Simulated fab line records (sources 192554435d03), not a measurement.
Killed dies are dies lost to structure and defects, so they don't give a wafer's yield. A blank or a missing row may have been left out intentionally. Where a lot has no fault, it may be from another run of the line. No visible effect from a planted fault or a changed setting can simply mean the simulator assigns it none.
Chamber matching | flow n5 finfet | 4 sister chambers for N5_HKMG_FIN_ALD_91 on ald metal-01
The step deposits TiN, target thk 1 nm, pulse time 1 s, purge time 3 s. 4 wafers are shown with their chamber, then 10 later ones without.

## WAFERS WITH THEIR CHAMBER
wafer  | chamber | heater power outer w (W)
L074.5 | 0       | 502
L082.6 | 3       | 519
L087.3 | 1       | 497
L087.4 | 2       | 564

## WAFERS WHOSE CHAMBER IS MISSING
wafer  | heater power outer w (W)
L087.6 | 485
L090.3 | 521
L090.5 | 530
L090.6 | 570
L094.1 | 497
L094.2 | 567
L094.6 | 491
L097.1 | 509
L097.3 | 497
L097.5 | 492

## THE CHAMBER EACH PASSED THROUGH
wafer  | from the rows above          | in truth
L087.6 | can't be placed: 1 or 0      | 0
L090.3 | 3                            | 3
L090.5 | 3                            | 3
L090.6 | 2                            | 2
L094.1 | can't be placed: 1 or 0      | 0
L094.2 | 2                            | 2
L094.6 | can't be placed: 1 or 0      | 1
L097.1 | can't be placed: 0 or 3 or 1 | 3
L097.3 | can't be placed: 1 or 0      | 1
L097.5 | can't be placed: 1 or 0      | 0
Correctly placed: 4 of 10. Unplaceable from these rows: 6, with the true chamber sitting among the candidates in 6. 0 placed wrongly.
How it was worked out, from the rows above alone: a wafer's distance from a chamber is the root of the sum, over the readings, of the square of ((its reading less the chamber's mean) divided by the reading's scatter). If the next closest chamber is less than 2 further off than the closest, the wafer can't be placed; otherwise it belongs to the closest. The mean given for a chamber averages the wafers shown for that chamber. The scatter: root of mean squared gap, hidden wafer to nearest shown wafer, with one shown wafer a chamber.
